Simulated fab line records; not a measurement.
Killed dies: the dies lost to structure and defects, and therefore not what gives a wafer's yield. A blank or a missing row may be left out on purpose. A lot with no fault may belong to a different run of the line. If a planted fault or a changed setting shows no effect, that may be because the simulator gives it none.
One fault through the eyes of 2 desks :: flow n5Finfet :: each desk holds nothing but its own numbers, with what lay behind them at the end

AT THE TOOL OWNER'S DESK: rieDiel-01
The tool's own readings at N5_SD_EPI_N_ETCH_34 (etches SiARC in CF4, target depth 45.5 nm, time 75.8 s): means of the sampled wafers that have a number, for each lot that ran on this tool. Marked OUT: a lot whose mean sits more than 4 standard deviations from the usual mean, which makes it out of limits; the brackets give that distance.
Columns: A = drypumpMotorCurrentA at N5_SD_EPI_N_ETCH_34, usual 5.7 A; B = etchRfOnTimeS at N5_SD_EPI_N_ETCH_34, usual 75.7 s; C = oesProductAu at N5_SD_EPI_N_ETCH_34, usual 0.65 a.u.; D = rfFwdPowerW at N5_SD_EPI_N_ETCH_34, usual 539.6 W; E = rfVppV at N5_SD_EPI_N_ETCH_34, usual 183.8 V; F = showerheadPlenumPTorr at N5_SD_EPI_N_ETCH_34, usual 2.118 Torr; G = throttleValvePct at N5_SD_EPI_N_ETCH_34, usual 15.67 %
lot: L104
first seen here: day 4 22:57
A: 5.7
B: 76.1
C: 0.68
D: 540.0
E: 183.2
F: 2.122
G: 15.66

lot: L106
first seen here: day 5 10:02
A: 5.4
B: 76.6
C: 0.60
D: 537.0
E: 183.2
F: 2.125
G: 15.98

lot: L115
first seen here: day 7 13:35
A: 6.1
B: 92.4 (+15) OUT
C: 0.63
D: 543.4
E: 183.4
F: 2.107
G: 15.47

lot: L116
first seen here: day 7 17:56
A: 5.7
B: 91.0 (+14) OUT
C: 0.66
D: 539.1
E: 183.5
F: 2.114
G: 15.68

lot: L117
first seen here: day 8 05:09
A: 5.4
B: 87.9 (+11) OUT
C: 0.63
D: 540.2
E: 183.6
F: 2.119
G: 15.62
This desk's verdict: out of limits on L115, L116, L117, starting with L115 at day 7 13:35 (etchRfOnTimeS at N5_SD_EPI_N_ETCH_34). In limits: L104, L106.

THE METROLOGY DESK
Lot by lot, what the gauges showed, no matter which tool ran the lot: averages of those sampled wafers that carry a number. Marked OUT: a lot whose mean sits more than 4 standard deviations from the usual mean, which makes it out of limits; the brackets give that distance. Of its 10 readings 7 are shown: those that lie furthest out on some lot.
Columns: A = DIBL_N at N5_BEOL_M4_RC_MEAS_101, usual 36.5 mV/V; B = DIBL_P at N5_BEOL_M4_RC_MEAS_101, usual 36.5 mV/V; C = IOFF_N at N5_BEOL_M4_RC_MEAS_101, usual 0.163 nA/um; D = ION_N at N5_BEOL_M4_RC_MEAS_101, usual 675 uA/um; E = ION_P at N5_BEOL_M4_RC_MEAS_101, usual 464 uA/um; F = SS_P at N5_BEOL_M4_RC_MEAS_101, usual 73.4 mV/dec; G = VT_N at N5_BEOL_M4_RC_MEAS_101, usual 249.7 mV
lot: L998
first seen here: day 8 03:10
A: 37.3
B: 35.5
C: 0.148
D: 668
E: 467
F: 73.5
G: 253.4

lot: L104
first seen here: day 9 21:19
A: 36.3
B: 35.9
C: 0.166
D: 671
E: 457
F: 73.2
G: 250.4

lot: L106
first seen here: day 11 00:24
A: 37.5
B: 36.8
C: 0.168
D: 680
E: 469
F: 73.7
G: 250.4

lot: L115
first seen here: day 12 19:09
A: 38.8
B: 39.6
C: 0.192
D: 684
E: 466
F: 74.2
G: 247.4

lot: L116
first seen here: day 12 22:05
A: 38.0
B: 38.2
C: 0.199
D: 688
E: 467
F: 73.5
G: 246.7

lot: L117
first seen here: day 13 02:41
A: 38.4
B: 37.8
C: 0.178
D: 677
E: 465
F: 74.2
G: 248.9

lot: L119
first seen here: day 13 22:22
A: 34.7
B: 36.4
C: 0.149
D: 677
E: 468
F: 73.1
G: 250.7

lot: L120
first seen here: day 14 04:43
A: 36.2
B: 35.4
C: 0.148
D: 664
E: 462
F: 73.3
G: 251.9
Finding of this desk: none of the 8 lots has anything out of limits.

PUT TOGETHER
On L115, L116, L117, at day 7 13:35, an alarm was possible from the tool owner's desk.
From the metrology desk's view, nothing was out of limits.
The metrology desk holds a record of L115, L116, L117, inside its limits.
Every lot named ran N5_SD_EPI_N_ETCH_34 on rieDiel-01.

WHAT THE SIMULATOR HAD PUT IN
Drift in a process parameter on rieDiel-01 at N5_SD_EPI_N_ETCH_34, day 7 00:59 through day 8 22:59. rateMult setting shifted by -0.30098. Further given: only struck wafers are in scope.
Lots struck among those shown: L115, L116, L117.
How many hours passed from the start of the fault until each desk's first out-of-limits reading: the tool owner's desk, 13.
